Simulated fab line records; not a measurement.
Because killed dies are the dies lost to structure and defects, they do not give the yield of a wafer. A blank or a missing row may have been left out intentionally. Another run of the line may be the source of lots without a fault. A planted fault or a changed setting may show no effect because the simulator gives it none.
Lot-split experiment | flow n5-finfet | 7 lots, 21 wafers read, on a route of 1938 steps

== SPLIT DETAILS ==
At N5_BEOL_M5_ILD_DEP_00 (deposits SiCOH lowk from DEMS/porogen, target thk 140.64 nm, time 25.9 s), the setting time-s was moved away from the recipe's 25.9 s on 7 of the 21 wafers read, by -13.6% to +14.3%. All remaining wafers had this setting at the recipe value.

== FROM SPLIT TO READING: 1 step shown by the file between the two ==
- N5_BEOL_M5_CURE_79: cures SiCOH lowk, time 240 s

== THE READING ==
M5_ILD_THK in nanometres, read at N5_BEOL_M5_THK_MEAS_01. Fault-free wafers of this fab line usually give 120.9 nm, standard deviation 1.8 nm.

wafer  | tool, chamber at the split | time-s as run, s | against the recipe | M5_ILD_THK, nm | against lot-mates on the recipe
L076.1 | pecvd-03, 1                | 25.9             | recipe             | 120.4          | -
L076.2 | pecvd-03, 2                | 25.9             | recipe             | 118.7          | -
L076.3 | pecvd-03, 0                | 25.9             | recipe             | 119.6          | -
L078.4 | pecvd-03, 2                | 22.39            | -13.6%             | 105.2          | -17.9
L078.5 | pecvd-03, 0                | 22.39            | -13.6%             | 107.0          | -16.1
L078.6 | pecvd-03, 1                | 25.9             | recipe             | 123.1          | -
L082.3 | pecvd-01, 0                | 25.9             | recipe             | 121.6          | -
L082.5 | pecvd-01, 0                | 25.9             | recipe             | 120.0          | -
L082.6 | pecvd-01, 1                | 25.9             | recipe             | 124.3          | -
L085.2 | pecvd-04, 2                | 29.6             | +14.3%             | 137.8          | +16.7
L085.3 | pecvd-04, 1                | 25.9             | recipe             | 121.1          | -
L085.4 | pecvd-04, 2                | 29.6             | +14.3%             | 139.8          | +18.7
L086.2 | pecvd-03, 1                | 25.9             | recipe             | 120.1          | -
L086.5 | pecvd-03, 2                | 25.9             | recipe             | 118.7          | -
L086.6 | pecvd-03, 1                | 29.3             | +13.1%             | 136.6          | +17.2
L089.1 | pecvd-04, 1                | 25.9             | recipe             | 118.4          | -
L089.2 | pecvd-04, 2                | 25.9             | recipe             | 119.7          | -
L089.4 | pecvd-04, 2                | 25.9             | recipe             | 122.0          | -
L091.1 | pecvd-03, 2                | 28.38            | +9.6%              | 130.6          | +8.5
L091.3 | pecvd-03, 1                | 25.9             | recipe             | 122.1          | -
L091.4 | pecvd-03, 1                | 28.38            | +9.6%              | 135.5          | +13.4

FIT RESULTS
A straight line over all 21 wafers: M5_ILD_THK changes by +1.19 nm for each +1% of time-s; r = +0.98; the points scatter about the line by 1.8 nm.
The same after taking each lot's own level away (the mean of its wafers on the recipe; 21 wafers): +1.24 nm for each +1%; r = +0.99; scatter 1.4 nm.
That fit puts the effect of the largest move of time-s on the reading at 18 nm.
From 119.40 to 123.10 nm: that is the span of the lots' own levels, equal to 2.1 times the standard deviation above.
So the lot-to-lot level changes the slope little: the two slopes agree.
Check: with one of the wafers moved furthest among these (+14.3%) left out of the fit, the line predicts +17.9 nm for it against its lot-mates. Against them it came out at +16.7 nm.

== THE WHOLE CHAIN: every reading that the file lists as answering this split, in the file's order ==
step                   | what it does                                                             | reading                                                                                  | change (the file's fit)              | r (the file's)
N5_BEOL_M5_ILD_DEP_00  | deposits SiCOH lowk from DEMS/porogen, target thk 140.64 nm, time 25.9 s | SiCOH_lowk_of_BEOL_M5_ILD_DEP_00.thk-nm (the simulator's own value, which no gauge read) | +1.43 nm for each +1% of the setting | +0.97
N5_BEOL_M5_CURE_79     | cures SiCOH lowk, time 240 s                                             | SiCOH_lowk_of_BEOL_M5_ILD_DEP_00.thk-nm (the simulator's own value, which no gauge read) | +1.25 nm for each +1% of the setting | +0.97
N5_BEOL_M5_THK_MEAS_01 |                                                                          | M5_ILD_THK                                                                               | +1.25 for each +1% of the setting    | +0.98

== FILE'S OWN FIT ==
M5_ILD_THK changes by +1.25 nm for each +1% of time-s, r = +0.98.
